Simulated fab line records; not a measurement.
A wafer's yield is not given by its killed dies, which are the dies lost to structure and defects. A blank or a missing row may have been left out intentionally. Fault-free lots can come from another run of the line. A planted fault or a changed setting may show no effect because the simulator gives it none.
Shared-tool check | flow n5 finfet | 27 wafers sampled across 9 lots

REASON IT WAS OPENED
At N5_BEOL_M6_THK_MEAS_01 the reading M6_ILD_THK is flagged on 2 of 9 lots. No-fault wafers: 155.3 nm, standard deviation 1.9.
Rule: a lot gets a flag if all its wafers with a number sit over 4 standard deviations from that mean, or if no wafer of it has a number. The rest of the lots are taken to be sound.

lot  | measured     | on            | M6_ILD_THK (nm), wafer by wafer | flag
L796 | day 8 07:50  | film metro-01 | 154.2 155.3 158.3               |
L798 | day 9 06:42  | film metro-01 | 153.9 158.3 157.1               |
L797 | day 9 15:17  | film metro-02 | 154.4 157.1 156.1               |
L801 | day 10 20:33 | film metro-02 | 151.9 152.2 152.9               |
L810 | day 12 07:37 | film metro-01 | 283.4 282.6 288.4               | FLAGGED
L812 | day 12 21:23 | film metro-02 | 286.3 286.5 287.7               | FLAGGED
L815 | day 13 22:14 | film metro-02 | 153.8 158.9 158.8               |
L817 | day 14 19:31 | film metro-01 | 156.5 157.0 156.5               |
L816 | day 14 23:32 | film metro-01 | 153.8 153.9 154.6               |
The numbers of the flagged lots are 285.8 nm on average: +130.5 nm against the usual, or +69 standard deviations.

LOT BY LOT: THE TOOL USED
4 process steps preceding the reading are held in the record, out of 1938 steps in the route. Every cell lists first the tool, next ch and the chambers used by the sampled wafers, and last the start.
lot  | flag    | N5_BEOL_M5_ETCH_41                            | N5_BEOL_M5_STRIP_91                           | N5_BEOL_M5_DEP_56               | N5_BEOL_M6_ILD_DEP_00
L796 |         | rie diel-04 ch 2,3, day 8 07:07 or earlier    | rie diel-04 ch 2,3, day 8 07:07 or earlier    | pecvd-03 ch 0,1,2, day 8 07:07  | pecvd-02 ch 0,1, day 8 07:15
L798 |         | rie diel-03 ch 0,1,2, day 9 05:59 or earlier  | rie diel-03 ch 0,1,2, day 9 05:59 or earlier  | pecvd-01 ch 1,2, day 9 05:59    | pecvd-03 ch 0,1,2, day 9 06:07
L797 |         | rie diel-03 ch 1,2,3, day 9 14:05 or earlier  | rie diel-03 ch 1,2,3, day 9 14:05 or earlier  | pecvd-03 ch 0,2, day 9 14:05    | pecvd-02 ch 0,1, day 9 14:13
L801 |         | rie diel-03 ch 0,3, day 10 19:19 or earlier   | rie diel-03 ch 0,3, day 10 19:19 or earlier   | pecvd-03 ch 0,1, day 10 19:19   | pecvd-02 ch 0,1, day 10 19:26
L810 | FLAGGED | rie diel-04 ch 0,1,3, day 12 06:55 or earlier | rie diel-04 ch 0,1,3, day 12 06:55 or earlier | pecvd-01 ch 0,1,2, day 12 06:55 | pecvd-02 ch 0,1, day 12 07:03
L812 | FLAGGED | rie diel-05 ch 1,2,3, day 12 20:12 or earlier | rie diel-05 ch 1,2,3, day 12 20:12 or earlier | pecvd-04 ch 0,1,2, day 12 20:12 | pecvd-02 ch 0,1,2, day 12 20:20
L815 |         | rie diel-04 ch 1,2,3, day 13 21:26 or earlier | rie diel-04 ch 1,2,3, day 13 21:26 or earlier | pecvd-01 ch 0,1, day 13 21:26   | pecvd-04 ch 0,1, day 13 21:38
L817 |         | rie diel-03 ch 0,1,2, day 14 18:47 or earlier | rie diel-03 ch 0,1,2, day 14 18:47 or earlier | pecvd-03 ch 0,1, day 14 18:47   | pecvd-04 ch 0,1, day 14 18:56
L816 |         | rie diel-03 ch 1,2, day 14 22:50 or earlier   | rie diel-03 ch 1,2, day 14 22:50 or earlier   | pecvd-04 ch 0,1, day 14 22:50   | pecvd-03 ch 0,1,2, day 14 22:58
What the steps here do:
- N5_BEOL_M5_ETCH_41: etches SiCN in CH3F/O2, target depth 31.5 nm, time 56.7 s.
- N5_BEOL_M5_STRIP_91: strips in N2/H2, time 10 s.
- N5_BEOL_M5_DEP_56: deposits SiCN from 3MS/NH3, target thk 8 nm, time 14 s.
- N5_BEOL_M6_ILD_DEP_00: deposits SiCOH lowk from DEMS/porogen, target thk 179.75 nm, time 33.4 s.
- N5_BEOL_M6_THK_MEAS_01

FLAGGED OVER TOTAL, TOOL BY TOOL (the gauges that took the reading come last)
step                   | tool          | lots run | flagged | share of the flagged lots | sound lots run after its first flagged lot
N5_BEOL_M5_ETCH_41     | rie diel-03   | 5        | 0       | none                      | -
N5_BEOL_M5_ETCH_41     | rie diel-04   | 3        | 1       | some                      | 1 (L815)
N5_BEOL_M5_ETCH_41     | rie diel-05   | 1        | 1       | some                      | 0
N5_BEOL_M5_STRIP_91    | rie diel-03   | 5        | 0       | none                      | -
N5_BEOL_M5_STRIP_91    | rie diel-04   | 3        | 1       | some                      | 1 (L815)
N5_BEOL_M5_STRIP_91    | rie diel-05   | 1        | 1       | some                      | 0
N5_BEOL_M5_DEP_56      | pecvd-01      | 3        | 1       | some                      | 1 (L815)
N5_BEOL_M5_DEP_56      | pecvd-03      | 4        | 0       | none                      | -
N5_BEOL_M5_DEP_56      | pecvd-04      | 2        | 1       | some                      | 1 (L816)
N5_BEOL_M6_ILD_DEP_00  | pecvd-02      | 5        | 2       | all                       | 0
N5_BEOL_M6_ILD_DEP_00  | pecvd-03      | 2        | 0       | none                      | -
N5_BEOL_M6_ILD_DEP_00  | pecvd-04      | 2        | 0       | none                      | -
N5_BEOL_M6_THK_MEAS_01 | film metro-01 | 5        | 1       | some                      | 2 (L817,L816)
N5_BEOL_M6_THK_MEAS_01 | film metro-02 | 4        | 1       | some                      | 1 (L815)
N5_BEOL_M5_ETCH_41 gives no start for some lots, so the hours and the order of its lots are those of N5_BEOL_M5_DEP_56. N5_BEOL_M5_STRIP_91 gives no start for some lots, so the hours and the order of its lots are those of N5_BEOL_M5_DEP_56.

WHAT IS ALLOWED BY THE TABLE
Rows of the table that ran each flagged lot: 1, that is pecvd-02 at N5_BEOL_M6_ILD_DEP_00.
- pecvd-02 at N5_BEOL_M6_ILD_DEP_00: 2 of its 5 lots flagged. A fault beginning between L801 (day 10 19:26), its last sound lot, and L810 (day 12 07:03), its first flagged one, fits the data.
pecvd-02 at N5_BEOL_M6_ILD_DEP_00 is the single tool remaining.

WHAT HAD BEEN PUT IN BY THE SIMULATOR
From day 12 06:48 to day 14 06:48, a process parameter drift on pecvd-02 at N5_BEOL_M6_ILD_DEP_00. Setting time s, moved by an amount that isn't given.
Lots struck among those shown: L810, L812. This agrees with what the rule above found.
